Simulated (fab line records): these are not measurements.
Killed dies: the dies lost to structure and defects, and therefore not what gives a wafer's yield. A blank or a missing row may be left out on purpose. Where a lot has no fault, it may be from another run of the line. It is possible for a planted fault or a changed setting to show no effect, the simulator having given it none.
Chamber matching | flow nand harc | pecvd-03 running NHARC_P_GATE_DEP_103: 3 sister chambers
The step deposits SiON, target thk 30 nm. 3 wafers are shown with their chamber, then 7 later ones without.

## WAFERS, EACH WITH ITS CHAMBER
wafer  | chamber | heater power w (W)
L180.1 | 1       | 740
L180.6 | 0       | 776
L182.4 | 2       | 649

## WAFERS WITH NO CHAMBER GIVEN
wafer  | heater power w (W)
L182.5 | 785
L183.1 | 654
L183.3 | 707
L183.5 | 691
L184.2 | 776
L184.4 | 768
L184.6 | 850

## CHAMBER TAKEN BY EACH
wafer  | from the rows above          | in truth
L182.5 | can't be placed: 0 or 1      | 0
L183.1 | 2                            | 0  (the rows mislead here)
L183.3 | can't be placed: 1 or 2 or 0 | 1
L183.5 | can't be placed: 2 or 1 or 0 | 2
L184.2 | can't be placed: 0 or 1      | 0
L184.4 | can't be placed: 0 or 1      | 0
L184.6 | can't be placed: 0 or 1      | 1
0 of 7 placed correctly. Unplaceable from these rows: 6, with the true chamber sitting among the candidates in 6. Number placed wrongly: 1.
How it was worked out, from the rows above alone: a wafer's distance from a chamber is the root of the sum, over the readings, of the square of ((its reading less the chamber's mean) divided by the reading's scatter). The wafer belongs to the nearest chamber; if the next one is less than 2 further off, it can't be placed. The mean given for a chamber averages the wafers shown for that chamber. The scatter (one wafer shown for each chamber): square how far every hidden wafer sits from the nearest shown wafer, average those squares and take the square root.
